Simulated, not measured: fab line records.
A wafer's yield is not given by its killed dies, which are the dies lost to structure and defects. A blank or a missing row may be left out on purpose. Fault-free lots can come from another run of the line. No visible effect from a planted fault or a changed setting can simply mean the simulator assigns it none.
Which tool was responsible? + flow n5Finfet + 63 wafers from 21 lots sampled at 6 of the route's 1938 steps

WHAT THE GAUGES SHOWED, per wafer
The record lacks any reading of a measuring or inspecting step that a usual standard deviation could be used to judge.

EACH LOT AND THE TOOL THAT RAN IT (in order: tool; ch and the chambers of the sampled wafers; start)
| lot  | N5_FIN_CUT_PRECLEAN_35           | N5_STI_FIN_REVEAL_CMP_04     | N5_STI_FIN_REVEAL_DENSIFY_30   | N5_SD_EPI_N_ETCH_34              | N5_SD_EPI_N_ETCH_45              | N5_SD_EPI_P_DESCUM_14            |
|------|----------------------------------|------------------------------|--------------------------------|----------------------------------|----------------------------------|----------------------------------|
| L074 | vaporEtch-02 ch 0,1, day 2 03:58 | cmp-02 ch 0,2,3, day 2 10:13 | rtpAnneal-02 ch 0, day 2 10:29 | rieDiel-05 ch 0,1,2, day 3 02:37 | rieDiel-05 ch 0,1,2, day 3 03:06 | rieDiel-03 ch 1,2,3, day 3 07:16 |
| L075 | vaporEtch-02 ch 0, day 2 08:59   | cmp-02 ch 1,2,3, day 2 15:04 | rtpAnneal-02 ch 0, day 2 15:25 | rieDiel-01 ch 0,3, day 3 06:09   | rieDiel-01 ch 0,3, day 3 06:38   | rieDiel-04 ch 0,2, day 3 11:56   |
| L077 | vaporEtch-02 ch 0,1, day 2 21:41 | cmp-01 ch 0,1, day 3 03:51   | rtpAnneal-01 ch 0, day 3 04:20 | rieDiel-02 ch 0,3, day 3 19:40   | rieDiel-02 ch 0,3, day 3 20:09   | rieDiel-03 ch 0,2, day 4 00:19   |
| L078 | vaporEtch-02 ch 0,1, day 3 03:22 | cmp-01 ch 2,3, day 3 09:26   | rtpAnneal-01 ch 0, day 3 09:45 | rieDiel-01 ch 0,1,3, day 4 00:53 | rieDiel-01 ch 0,1,3, day 4 01:22 | rieDiel-06 ch 0,1,2, day 4 05:17 |
| L079 | vaporEtch-01 ch 0,1, day 3 11:51 | cmp-02 ch 0,1,2, day 3 17:43 | rtpAnneal-01 ch 0, day 3 18:04 | rieDiel-02 ch 0,2, day 4 09:01   | rieDiel-02 ch 0,2, day 4 09:29   | rieDiel-06 ch 0,2,3, day 4 13:24 |
| L080 | vaporEtch-02 ch 0,1, day 3 20:06 | cmp-03 ch 0,1,2, day 4 01:37 | rtpAnneal-02 ch 0, day 4 01:56 | rieDiel-05 ch 0,1,3, day 4 17:43 | rieDiel-05 ch 0,1,3, day 4 18:11 | rieDiel-06 ch 0,1,2, day 4 22:17 |
| L081 | vaporEtch-01 ch 0,1, day 3 22:20 | cmp-01 ch 1,2,3, day 4 04:58 | rtpAnneal-02 ch 0, day 4 05:11 | rieDiel-02 ch 2,3, day 4 20:37   | rieDiel-02 ch 2,3, day 4 21:06   | rieDiel-03 ch 0,1,3, day 5 01:16 |
| L082 | vaporEtch-02 ch 0,1, day 4 04:02 | cmp-02 ch 0,2,3, day 4 09:58 | rtpAnneal-01 ch 0, day 4 10:13 | rieDiel-05 ch 0,1, day 5 00:55   | rieDiel-05 ch 0,1, day 5 01:23   | rieDiel-06 ch 0,2,3, day 5 05:35 |
| L083 | vaporEtch-02 ch 0,1, day 4 10:22 | cmp-02 ch 1,2,3, day 4 15:55 | rtpAnneal-01 ch 0, day 4 16:12 | rieDiel-05 ch 0,2,3, day 5 09:46 | rieDiel-05 ch 0,2,3, day 5 10:15 | rieDiel-03 ch 1,3, day 5 14:22   |
| L084 | vaporEtch-02 ch 0,1, day 4 15:55 | cmp-01 ch 1,2,3, day 4 22:39 | rtpAnneal-02 ch 0, day 4 22:58 | rieDiel-05 ch 0,1,3, day 5 15:01 | rieDiel-05 ch 0,1,3, day 5 15:29 | rieDiel-04 ch 1,2, day 5 19:25   |
| L085 | vaporEtch-01 ch 0,1, day 5 00:28 | cmp-02 ch 0,1,3, day 5 06:43 | rtpAnneal-02 ch 0, day 5 07:04 | rieDiel-02 ch 0,2,3, day 5 21:40 | rieDiel-02 ch 0,2,3, day 5 22:09 | rieDiel-06 ch 1,2, day 6 01:59   |
| L086 | vaporEtch-02 ch 0,1, day 5 05:35 | cmp-01 ch 0,2,3, day 5 11:08 | rtpAnneal-01 ch 0, day 5 11:26 | rieDiel-02 ch 2,3, day 6 04:17   | rieDiel-02 ch 2,3, day 6 04:46   | rieDiel-06 ch 0,2,3, day 6 08:47 |
| L087 | vaporEtch-02 ch 0,1, day 5 12:15 | cmp-03 ch 1,3, day 5 17:51   | rtpAnneal-01 ch 0, day 5 18:11 | rieDiel-05 ch 2,3, day 6 08:43   | rieDiel-05 ch 2,3, day 6 09:12   | rieDiel-03 ch 0,1, day 6 13:10   |
| L088 | vaporEtch-01 ch 0,1, day 5 16:14 | cmp-02 ch 0,2,3, day 5 21:47 | rtpAnneal-02 ch 0, day 5 22:04 | rieDiel-05 ch 1,3, day 6 14:47   | rieDiel-05 ch 1,3, day 6 15:16   | rieDiel-04 ch 1,2,3, day 6 19:35 |
| L089 | vaporEtch-02 ch 0, day 5 21:52   | cmp-02 ch 0,2, day 6 03:38   | rtpAnneal-01 ch 0, day 6 04:07 | rieDiel-05 ch 1,2, day 6 19:43   | rieDiel-05 ch 1,2, day 6 20:11   | rieDiel-04 ch 0,3, day 7 01:22   |
| L090 | vaporEtch-01 ch 0,1, day 6 03:45 | cmp-01 ch 1,2,3, day 6 09:19 | rtpAnneal-01 ch 0, day 6 09:49 | rieDiel-01 ch 1,3, day 7 01:57   | rieDiel-01 ch 1,3, day 7 02:26   | rieDiel-03 ch 0,1,3, day 7 06:15 |
| L091 | vaporEtch-01 ch 0,1, day 6 10:08 | cmp-03 ch 0,3, day 6 15:44   | rtpAnneal-02 ch 0, day 6 16:01 | rieDiel-01 ch 0,1,3, day 7 08:05 | rieDiel-01 ch 0,1,3, day 7 08:34 | rieDiel-03 ch 0,3, day 7 13:54   |
| L092 | vaporEtch-02 ch 0,1, day 6 16:14 | cmp-02 ch 0,3, day 6 21:43   | rtpAnneal-01 ch 0, day 6 22:08 | rieDiel-01 ch 2,3, day 7 12:33   | rieDiel-01 ch 2,3, day 7 13:02   | rieDiel-04 ch 2,3, day 7 16:57   |
| L093 | vaporEtch-01 ch 0,1, day 6 22:58 | cmp-01 ch 1,2, day 7 04:30   | rtpAnneal-01 ch 0, day 7 04:50 | rieDiel-02 ch 0,2,3, day 7 19:19 | rieDiel-02 ch 0,2,3, day 7 19:48 | rieDiel-03 ch 0,2, day 8 01:28   |
| L094 | vaporEtch-02 ch 1, day 7 04:28   | cmp-02 ch 2,3, day 7 10:00   | rtpAnneal-02 ch 0, day 7 10:19 | rieDiel-02 ch 0,1,3, day 8 01:08 | rieDiel-02 ch 0,1,3, day 8 01:37 | rieDiel-03 ch 0,2, day 8 05:45   |
| L097 | vaporEtch-01 ch 0,1, day 7 21:50 | cmp-02 ch 0,1,3, day 8 03:23 | rtpAnneal-01 ch 0, day 8 03:43 | rieDiel-02 ch 0,1,2, day 8 22:16 | rieDiel-02 ch 0,1,2, day 8 22:46 | rieDiel-06 ch 2,3, day 9 02:53   |
- N5_FIN_CUT_PRECLEAN_35: cleans in vHF, time 13.3 s.
- N5_STI_FIN_REVEAL_CMP_04: polishes, stops on Si3N4, t overpolish 4 s, target thk 131.83 nm.
- N5_STI_FIN_REVEAL_DENSIFY_30
- N5_SD_EPI_N_ETCH_34: etches SiARC in CF4, target depth 45.5 nm, time 75.8 s.
- N5_SD_EPI_N_ETCH_45: etches SiOCN in CH3F/O2, target depth 6 nm.
- N5_SD_EPI_P_DESCUM_14: chemistry O2, time 7.9 s.

WHAT THE TOOLS THEMSELVES READ (means of the sampled wafers that have a number; where no wafer has one, the mark that the record gives instead)
N5_FIN_CUT_PRECLEAN_35.
| lot  | tool         | drypumpMotorCurrentA (A) | forelinePTorr (Torr) |
|------|--------------|--------------------------|----------------------|
| L074 | vaporEtch-02 | 6.2                      | 0.1289               |
| L075 | vaporEtch-02 | 6.3                      | 0.1283               |
| L077 | vaporEtch-02 | 6.1                      | 0.1281               |
| L078 | vaporEtch-02 | 6.2                      | 0.1272               |
| L079 | vaporEtch-01 | 5.2                      | 0.1283               |
| L080 | vaporEtch-02 | 6.1                      | 0.1283               |
| L081 | vaporEtch-01 | 5.2                      | 0.1284               |
| L082 | vaporEtch-02 | 6.1                      | 0.1273               |
| L083 | vaporEtch-02 | 6.2                      | 0.1281               |
| L084 | vaporEtch-02 | 6.1                      | 0.1283               |
| L085 | vaporEtch-01 | 5.4                      | 0.1279               |
| L086 | vaporEtch-02 | 6.1                      | 0.1280               |
| L087 | vaporEtch-02 | 6.2                      | 0.1274               |
| L088 | vaporEtch-01 | 5.4                      | 0.1280               |
| L089 | vaporEtch-02 | 6.2                      | 0.1278               |
| L090 | vaporEtch-01 | 5.4                      | 0.1279               |
| L091 | vaporEtch-01 | 5.4                      | 0.1279               |
| L092 | vaporEtch-02 | 6.2                      | 0.1279               |
| L093 | vaporEtch-01 | 5.2                      | 0.1282               |
| L094 | vaporEtch-02 | 6.0                      | 0.1280               |
| L097 | vaporEtch-01 | 5.4                      | 0.1281               |

N5_STI_FIN_REVEAL_CMP_04.
| lot  | tool   | motorCurrentA (A) | overpolishRunS (s) | timeToEndpointS (s) |
|------|--------|-------------------|--------------------|---------------------|
| L074 | cmp-02 | 8.9               | 4.005              | 100                 |
| L075 | cmp-02 | 9.1               | 3.996              | 97                  |
| L077 | cmp-01 | 8.4               | 4.008              | 103                 |
| L078 | cmp-01 | 8.1               | 3.995              | 111                 |
| L079 | cmp-02 | 8.8               | 3.997              | 100                 |
| L080 | cmp-03 | 8.3               | 3.996              | 110                 |
| L081 | cmp-01 | 8.3               | 3.996              | 108                 |
| L082 | cmp-02 | 8.9               | 4.001              | 102                 |
| L083 | cmp-02 | 9.2               | 4.003              | 98                  |
| L084 | cmp-01 | 8.2               | 4.005              | 105                 |
| L085 | cmp-02 | 9.0               | 4.001              | 101                 |
| L086 | cmp-01 | 8.0               | 4.003              | 103                 |
| L087 | cmp-03 | 9.2               | 4.000              | 105                 |
| L088 | cmp-02 | 8.6               | 4.000              | 97                  |
| L089 | cmp-02 | 8.7               | 3.993              | 100                 |
| L090 | cmp-01 | 8.3               | 3.993              | 102                 |
| L091 | cmp-03 | 8.0               | 3.995              | 110                 |
| L092 | cmp-02 | 8.7               | 3.995              | 98                  |
| L093 | cmp-01 | 8.4               | 4.001              | 101                 |
| L094 | cmp-02 | 8.8               | 4.001              | 100                 |
| L097 | cmp-02 | 8.9               | 3.993              | 100                 |

N5_STI_FIN_REVEAL_DENSIFY_30.
| lot  | tool         | lampPowerPct (%) | lamp_zone_2_pct (%) |
|------|--------------|------------------|---------------------|
| L074 | rtpAnneal-02 | 11.57            | 11.516              |
| L075 | rtpAnneal-02 | 11.51            | 11.536              |
| L077 | rtpAnneal-01 | 11.52            | 11.533              |
| L078 | rtpAnneal-01 | 11.55            | 11.530              |
| L079 | rtpAnneal-01 | 11.49            | 11.527              |
| L080 | rtpAnneal-02 | 11.50            | 11.530              |
| L081 | rtpAnneal-02 | 11.58            | 11.546              |
| L082 | rtpAnneal-01 | 11.53            | 11.517              |
| L083 | rtpAnneal-01 | 11.55            | 11.527              |
| L084 | rtpAnneal-02 | 11.53            | 11.522              |
| L085 | rtpAnneal-02 | 11.48            | 11.529              |
| L086 | rtpAnneal-01 | 11.49            | 11.537              |
| L087 | rtpAnneal-01 | 11.55            | 11.511              |
| L088 | rtpAnneal-02 | 11.46            | 11.531              |
| L089 | rtpAnneal-01 | 11.57            | 11.520              |
| L090 | rtpAnneal-01 | 11.54            | 11.532              |
| L091 | rtpAnneal-02 | 11.50            | 11.519              |
| L092 | rtpAnneal-01 | 11.56            | 11.525              |
| L093 | rtpAnneal-01 | 11.52            | 11.536              |
| L094 | rtpAnneal-02 | 11.51            | 11.530              |
| L097 | rtpAnneal-01 | 11.57            | 11.543              |

N5_SD_EPI_N_ETCH_34.
| lot  | tool       | biasW (W) | drypumpMotorCurrentA (A) | etchRfOnTimeS (s) | oesProductAu (a.u.) | rfVppV (V) | showerheadPlenumPTorr (Torr) | throttleValvePct (%) |
|------|------------|-----------|--------------------------|-------------------|---------------------|------------|------------------------------|----------------------|
| L074 | rieDiel-05 | 35.96     | 5.9                      | 75.9              | 0.62                | 185.0      | 2.19                         | 15.61                |
| L075 | rieDiel-01 | 35.95     | 5.7                      | 74.9              | 0.76                | 183.6      | 2.13                         | 15.41                |
| L077 | rieDiel-02 | 36.06     | 6.2                      | 76.3              | 0.62                | 183.0      | 2.17                         | 15.56                |
| L078 | rieDiel-01 | 35.99     | 6.0                      | 75.2              | 0.72                | 184.6      | 2.18                         | 15.48                |
| L079 | rieDiel-02 | 36.05     | 5.9                      | 74.9              | 0.70                | 184.3      | 2.18                         | 15.39                |
| L080 | rieDiel-05 | 35.99     | 6.1                      | 74.4              | 0.62                | 183.8      | 2.12                         | 15.57                |
| L081 | rieDiel-02 | 35.87     | 5.9                      | 74.3              | 0.82                | 185.2      | 2.25                         | 15.53                |
| L082 | rieDiel-05 | 35.97     | 6.2                      | 76.3              | 0.62                | 184.2      | 2.15                         | 15.47                |
| L083 | rieDiel-05 | 35.91     | 5.8                      | 74.7              | 0.62                | 184.4      | 2.16                         | 15.76                |
| L084 | rieDiel-05 | 36.05     | 6.1                      | 74.4              | 0.62                | 183.6      | 2.12                         | 15.59                |
| L085 | rieDiel-02 | 36.03     | 6.0                      | 74.3              | 0.72                | 185.5      | 2.22                         | 15.48                |
| L086 | rieDiel-02 | 35.98     | 5.9                      | 73.5              | 0.79                | 185.1      | 2.25                         | 15.56                |
| L087 | rieDiel-05 | 36.05     | 6.0                      | 73.8              | 0.62                | 183.9      | 2.10                         | 15.66                |
| L088 | rieDiel-05 | 35.99     | 6.3                      | 73.5              | 0.62                | 183.0      | 2.07                         | 15.48                |
| L089 | rieDiel-05 | 36.02     | 6.2                      | 76.5              | 0.62                | 183.6      | 2.15                         | 15.44                |
| L090 | rieDiel-01 | 36.01     | 5.4                      | 73.2              | 0.74                | 183.7      | 2.16                         | 15.41                |
| L091 | rieDiel-01 | 36.02     | 6.0                      | 75.1              | 0.70                | 185.1      | 2.17                         | 15.53                |
| L092 | rieDiel-01 | 36.10     | 5.0                      | 75.1              | 0.70                | 184.3      | 2.09                         | 15.44                |
| L093 | rieDiel-02 | 36.06     | 5.9                      | 74.4              | 0.70                | 185.4      | 2.22                         | 15.52                |
| L094 | rieDiel-02 | 36.01     | 6.3                      | 75.1              | 0.73                | 185.2      | 2.26                         | 15.42                |
| L097 | rieDiel-02 | 36.09     | 6.2                      | 75.0              | 0.69                | 185.7      | 2.21                         | 15.41                |

N5_SD_EPI_N_ETCH_45.
| lot  | tool       | biasW (W) | drypumpMotorCurrentA (A) | oesProductAu (a.u.) | rfVppV (V) | showerheadPlenumPTorr (Torr) | throttleValvePct (%) |
|------|------------|-----------|--------------------------|---------------------|------------|------------------------------|----------------------|
| L074 | rieDiel-05 | 28.95     | 5.9                      | 0.73                | 128.1      | 2.05                         | 23.36                |
| L075 | rieDiel-01 | 29.07     | 5.7                      | 0.88                | 126.8      | 1.99                         | 23.21                |
| L077 | rieDiel-02 | 29.01     | 6.1                      | 0.72                | 128.4      | 2.01                         | 23.14                |
| L078 | rieDiel-01 | 29.03     | 6.0                      | 0.85                | 127.6      | 2.03                         | 23.31                |
| L079 | rieDiel-02 | 28.88     | 5.8                      | 0.82                | 127.7      | 2.04                         | 23.09                |
| L080 | rieDiel-05 | 29.02     | 6.1                      | 0.72                | 126.9      | 1.98                         | 23.21                |
| L081 | rieDiel-02 | 28.96     | 5.9                      | 0.96                | 128.4      | 2.10                         | 23.37                |
| L082 | rieDiel-05 | 28.95     | 6.2                      | 0.72                | 128.6      | 2.01                         | 23.10                |
| L083 | rieDiel-05 | 28.98     | 5.8                      | 0.72                | 128.2      | 2.01                         | 23.49                |
| L084 | rieDiel-05 | 29.04     | 6.1                      | 0.72                | 126.8      | 1.98                         | 23.23                |
| L085 | rieDiel-02 | 28.99     | 5.9                      | 0.83                | 128.2      | 2.07                         | 23.22                |
| L086 | rieDiel-02 | 28.85     | 5.9                      | 0.91                | 128.0      | 2.10                         | 23.39                |
| L087 | rieDiel-05 | 28.96     | 6.0                      | 0.73                | 126.7      | 1.95                         | 23.33                |
| L088 | rieDiel-05 | 28.99     | 6.3                      | 0.72                | 126.9      | 1.92                         | 23.08                |
| L089 | rieDiel-05 | 28.93     | 6.2                      | 0.72                | 127.7      | 2.01                         | 23.12                |
| L090 | rieDiel-01 | 28.95     | 5.5                      | 0.85                | 128.3      | 2.01                         | 23.18                |
| L091 | rieDiel-01 | 29.00     | 6.0                      | 0.82                | 126.8      | 2.02                         | 23.35                |
| L092 | rieDiel-01 | 28.93     | 5.0                      | 0.81                | 126.4      | 1.94                         | 23.16                |
| L093 | rieDiel-02 | 29.11     | 6.0                      | 0.81                | 128.5      | 2.06                         | 23.23                |
| L094 | rieDiel-02 | 28.98     | 6.2                      | 0.85                | 128.3      | 2.10                         | 23.12                |
| L097 | rieDiel-02 | 29.05     | 6.1                      | 0.82                | 128.1      | 2.06                         | 23.04                |

N5_SD_EPI_P_DESCUM_14.
| lot  | tool       | drypumpMotorCurrentA (A) | oesProductAu (a.u.) | rfVppV (V) | showerheadPlenumPTorr (Torr) | throttleValvePct (%) |
|------|------------|--------------------------|---------------------|------------|------------------------------|----------------------|
| L074 | rieDiel-03 | 5.9                      | 0.76                | 243.4      | 2.12                         | 20.35                |
| L075 | rieDiel-04 | 6.3                      | 0.77                | 243.5      | 2.15                         | 20.43                |
| L077 | rieDiel-03 | 6.0                      | 0.76                | 244.0      | 2.14                         | 20.66                |
| L078 | rieDiel-06 | 5.4                      | 0.78                | 242.6      | 2.08                         | 20.54                |
| L079 | rieDiel-06 | 5.6                      | 0.76                | 242.6      | 2.04                         | 20.58                |
| L080 | rieDiel-06 | 5.4                      | 0.77                | 243.2      | 2.08                         | 20.56                |
| L081 | rieDiel-03 | 6.1                      | 0.71                | 243.7      | 2.17                         | 20.54                |
| L082 | rieDiel-06 | 5.6                      | 0.76                | 242.6      | 2.04                         | 20.59                |
| L083 | rieDiel-03 | 5.9                      | 0.71                | 244.7      | 2.16                         | 20.40                |
| L084 | rieDiel-04 | 6.3                      | 0.74                | 244.5      | 2.17                         | 20.42                |
| L085 | rieDiel-06 | 5.4                      | 0.78                | 243.6      | 2.09                         | 20.47                |
| L086 | rieDiel-06 | 5.6                      | 0.75                | 241.8      | 2.04                         | 20.60                |
| L087 | rieDiel-03 | 5.9                      | 0.71                | 244.6      | 2.16                         | 20.57                |
| L088 | rieDiel-04 | 6.0                      | 0.74                | 244.5      | 2.16                         | 20.57                |
| L089 | rieDiel-04 | 5.8                      | 0.83                | 244.1      | 2.14                         | 20.25                |
| L090 | rieDiel-03 | 6.1                      | 0.70                | 244.1      | 2.16                         | 20.58                |
| L091 | rieDiel-03 | 6.2                      | 0.69                | 244.7      | 2.16                         | 20.73                |
| L092 | rieDiel-04 | 5.7                      | 0.73                | 243.8      | 2.16                         | 20.73                |
| L093 | rieDiel-03 | 5.9                      | 0.78                | 243.0      | 2.09                         | 20.51                |
| L094 | rieDiel-03 | 5.9                      | 0.78                | 242.7      | 2.09                         | 20.52                |
| L097 | rieDiel-06 | 5.8                      | 0.74                | 241.4      | 2.00                         | 20.58                |

THE ANSWER, worked out from the rows above alone
Rule: the usual values come from the lots themselves. The widest of any qualifying gaps counts: lots, ordered by their means at a reading, are off when they make up no more than a third of the lots, leave a main group of 4 or more, and stand apart from it by 3 or more times the standard deviation of that group's means. A main group is skipped when, at the precision printed for the reading in the tables above, its means are all equal. A lot without any number at a reading at which 4 lots or more have one is off too. All remaining lots with rows at the step are treated as sound. Order of review: gauges by route order, followed by the tools' own readings, for which a lot's mean as printed above is used. At the first step where some lot is off, the reading lying furthest off is the one used; lots without a number count as furthest.
None of the lots is off at any reading shown; this tells nothing.

WHAT WAS PUT IN BY THE SIMULATOR
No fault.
